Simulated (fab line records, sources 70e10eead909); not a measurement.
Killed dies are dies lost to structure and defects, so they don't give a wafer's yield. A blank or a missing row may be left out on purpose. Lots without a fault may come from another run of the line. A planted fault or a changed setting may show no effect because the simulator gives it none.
Chamber matching | flow nand_harc | NHARC_P_M0_STRIP_18 on rie_diel-13: 4 sister chambers
The step strips in N2/H2. 18 wafers are shown with their chamber, then 9 later ones without.

WAFERS WITH THEIR CHAMBER
wafer  | chamber | showerhead_plenum_p_Torr (Torr) | drypump_motor_current_A (A) | rf_vpp_V (V)
L078.3 | 3       | 1.92                            | 5.4                         | 89.5
L078.4 | 2       | 1.96                            | 5.3                         | 89.7
L078.5 | 1       | 2.11                            | 5.9                         | 91.3
L079.3 | 3       | 1.92                            | 5.4                         | 90.8
L079.4 | 1       | 2.11                            | 5.9                         | 90.6
L079.6 | 2       | 1.96                            | 5.3                         | 90.3
L081.2 | 1       | 2.11                            | 5.9                         | 90.8
L081.3 | 2       | 1.96                            | 5.4                         | 89.7
L081.6 | 2       | 1.96                            | 5.4                         | 90.0
L083.1 | 2       | 1.95                            | 5.3                         | 89.1
L083.2 | 1       | 2.11                            | 5.9                         | 90.9
L083.3 | 3       | 1.91                            | 5.4                         | 88.8
L084.1 | 3       | 1.91                            | 5.5                         | 90.2
L084.2 | 1       | 2.10                            | 5.9                         | 91.0
L084.5 | 2       | 1.95                            | 5.3                         | 90.0
L085.1 | 0       | 1.98                            | 6.1                         | 92.1
L085.3 | 3       | 1.91                            | 5.5                         | 90.2
L085.4 | 1       | 2.10                            | 5.9                         | 90.5

SIGNATURES (means of the wafers above)
reading                  | chamber 0 | chamber 1 | chamber 2 | chamber 3 | scatter within a chamber
showerhead_plenum_p_Torr | 1.9800    | 2.1067    | 1.9567    | 1.9140    | 0.00526
drypump_motor_current_A  | 6.100     | 5.900     | 5.333     | 5.440     | 0.0425
rf_vpp_V                 | 92.100    | 90.850    | 89.800    | 89.900    | 0.508
Rule: a wafer's distance from a chamber is the root of the sum, over the readings, of the square of ((its reading less the chamber's mean) divided by the reading's scatter). The wafer belongs to the nearest chamber; if the next one is less than 2 further off, it can't be placed. The scatter: the root of (the sum of the squares of (reading less its chamber's mean) over the shown wafers, divided by (wafers less chambers)).

WAFERS WITHOUT THEIR CHAMBER
wafer  | showerhead_plenum_p_Torr (Torr) | drypump_motor_current_A (A) | rf_vpp_V (V)
L086.2 | 1.95                            | 5.3                         | 89.6
L086.3 | 1.98                            | 6.0                         | 90.8
L086.5 | 1.95                            | 5.3                         | 90.2
L090.2 | 1.98                            | 6.0                         | 89.4
L090.5 | 1.98                            | 6.0                         | 90.4
L090.6 | 2.10                            | 5.9                         | 91.0
L091.1 | 1.98                            | 6.0                         | 89.3
L091.5 | 1.95                            | 5.3                         | 90.4
L091.6 | 1.90                            | 5.4                         | 90.0

WHICH CHAMBER EACH WENT THROUGH
wafer  | from the rows above | in truth
L086.2 | 2                   | 2
L086.3 | 0                   | 0
L086.5 | 2                   | 2
L090.2 | 0                   | 0
L090.5 | 0                   | 0
L090.6 | 1                   | 1
L091.1 | 0                   | 0
L091.5 | 2                   | 2
L091.6 | 3                   | 3
Placed correctly: 9 of 9. Can't be placed from these rows: 0. Placed wrongly: 0.
